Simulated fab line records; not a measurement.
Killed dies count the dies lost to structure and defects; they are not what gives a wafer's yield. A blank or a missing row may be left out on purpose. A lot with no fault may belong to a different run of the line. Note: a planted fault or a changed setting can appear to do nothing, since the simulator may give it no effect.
Matching of chambers | flow nand-harc | NHARC_A_BLC_STRIP_29 on rie-diel-11: 4 sister chambers
The step strips in CF4. 4 wafers are shown with their chamber, then 12 later ones without.

== WAFERS PAIRED WITH THEIR CHAMBERS ==
wafer  | chamber | drypump-motor-current-A (A)
L082.5 | 2       | 6.0
L088.6 | 1       | 6.6
L090.5 | 0       | 6.4
L090.6 | 3       | 5.3

== WAFERS WITHOUT THEIR CHAMBER ==
wafer  | drypump-motor-current-A (A)
L089.1 | 6.4
L089.2 | 6.0
L089.3 | 6.6
L096.2 | 6.6
L096.3 | 5.4
L096.6 | 5.4
L097.1 | 6.6
L097.2 | 6.4
L097.4 | 6.0
L095.1 | 5.3
L095.2 | 6.4
L095.5 | 5.3

== EACH ONE'S CHAMBER ==
wafer  | from the rows above | in truth
L089.1 | 0                   | 0
L089.2 | 2                   | 2
L089.3 | 1                   | 1
L096.2 | 1                   | 1
L096.3 | 3                   | 3
L096.6 | 3                   | 3
L097.1 | 1                   | 1
L097.2 | 0                   | 0
L097.4 | 2                   | 2
L095.1 | 3                   | 3
L095.2 | 0                   | 0
L095.5 | 3                   | 3
Correctly placed: 12 of 12. Number that these rows cannot place: 0. Wrongly placed: 0.
How it was worked out, from the rows above alone: a wafer's distance from a chamber is the root of the sum, over the readings, of the square of ((its reading less the chamber's mean) divided by the reading's scatter). If the next closest chamber is less than 2 further off than the closest, the wafer can't be placed; otherwise it belongs to the closest. For every chamber, the mean is computed from those of its wafers that are shown. The scatter: root of mean squared gap, hidden wafer to nearest shown wafer, with one shown wafer a chamber.
